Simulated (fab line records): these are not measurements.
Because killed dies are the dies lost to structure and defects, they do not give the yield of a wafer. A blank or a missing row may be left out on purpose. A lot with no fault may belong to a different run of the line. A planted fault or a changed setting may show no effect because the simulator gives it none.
Chamber matching ; flow n5Finfet ; 3 sister chambers for N5_BEOL_M5_CURE_79 on uvCure-02
The step cures SiCOH lowk, time 240 s. 3 wafers are shown with their chamber, then 10 later ones without.

WAFERS, EACH WITH ITS CHAMBER
wafer;chamber;wafer_temp_C_max
L079.6;2;386.6
L086.5;1;387.6
L088.2;0;386.1

WAFERS WITH NO CHAMBER GIVEN
wafer;wafer_temp_C_max
L088.3;386.0
L087.2;385.6
L087.4;385.9
L087.5;386.4
L090.2;386.4
L090.3;386.4
L090.6;386.7
L091.1;386.9
L091.3;386.9
L091.6;386.4

WHICH CHAMBER EACH ONE RAN IN
wafer;from the rows above;in truth
L088.3;can't be placed: 0 or 2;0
L087.2;can't be placed: 0 or 2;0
L087.4;can't be placed: 0 or 2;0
L087.5;can't be placed: 2 or 0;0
L090.2;can't be placed: 2 or 0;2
L090.3;can't be placed: 2 or 0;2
L090.6;can't be placed: 2 or 0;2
L091.1;can't be placed: 2 or 1 or 0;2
L091.3;can't be placed: 2 or 1 or 0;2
L091.6;can't be placed: 2 or 0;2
0 of 10 placed correctly. Cannot be placed on the basis of these rows: 10; the candidates contain the true chamber in 10. Wrongly placed: 0.
How it was worked out, from the rows above alone: a wafer's distance from a chamber is the root of the sum, over the readings, of the square of ((its reading less the chamber's mean) divided by the reading's scatter). If the next closest chamber is less than 2 further off than the closest, the wafer can't be placed; otherwise it belongs to the closest. For every chamber, the mean is computed from those of its wafers that are shown. The scatter (one wafer shown for each chamber): square how far every hidden wafer sits from the nearest shown wafer, average those squares and take the square root.
